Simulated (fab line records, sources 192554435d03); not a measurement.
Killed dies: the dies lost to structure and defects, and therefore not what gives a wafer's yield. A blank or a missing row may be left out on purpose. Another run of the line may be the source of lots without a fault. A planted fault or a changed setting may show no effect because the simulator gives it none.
Which of the tools did it? / flow n5Finfet / at 1 step of a route of 1938, 6 lots with 18 wafers sampled

## WHAT THE GAUGES SHOWED, per wafer
N5_WELL_APT_OVL_MEAS_09.
lot=L627; measured=day 1 19:43; on=overlay-01; NWELL_OVL (nm)=1 5 -5
lot=L630; measured=day 2 13:50; on=overlay-01; NWELL_OVL (nm)=-1 1 -8
lot=L632; measured=day 3 02:01; on=overlay-01; NWELL_OVL (nm)=3 3 -4
lot=L635; measured=day 3 20:17; on=overlay-01; NWELL_OVL (nm)=-6 -7 -6
lot=L645; measured=day 6 07:39; on=overlay-02; NWELL_OVL (nm)=-6 -3 -2
lot=L648; measured=day 7 01:49; on=overlay-02; NWELL_OVL (nm)=-4 2 -2

## WHICH TOOL RAN EACH LOT (tool, then ch and the chambers of the sampled wafers, then the start)
There is no process step in the record ahead of these readings.

## THE ANSWER, worked out from the rows above alone
Rule: usual is defined by the lots themselves. Put in order of their means at a reading, lots are off if they are a third of the lots or fewer, leave a main group of 4 or more, and stand apart from it by a gap of 3 or more times the standard deviation of the main group's means; of several such gaps the widest counts. A main group whose means are all the same, to the digits that the tables above print for the reading, isn't used. A lot without any number at a reading at which 4 lots or more have one is off too. All remaining lots with rows at the step are treated as sound.
No lot is off on any of the readings shown, so nothing can be concluded from this.

## WHAT THE SIMULATOR PUT IN
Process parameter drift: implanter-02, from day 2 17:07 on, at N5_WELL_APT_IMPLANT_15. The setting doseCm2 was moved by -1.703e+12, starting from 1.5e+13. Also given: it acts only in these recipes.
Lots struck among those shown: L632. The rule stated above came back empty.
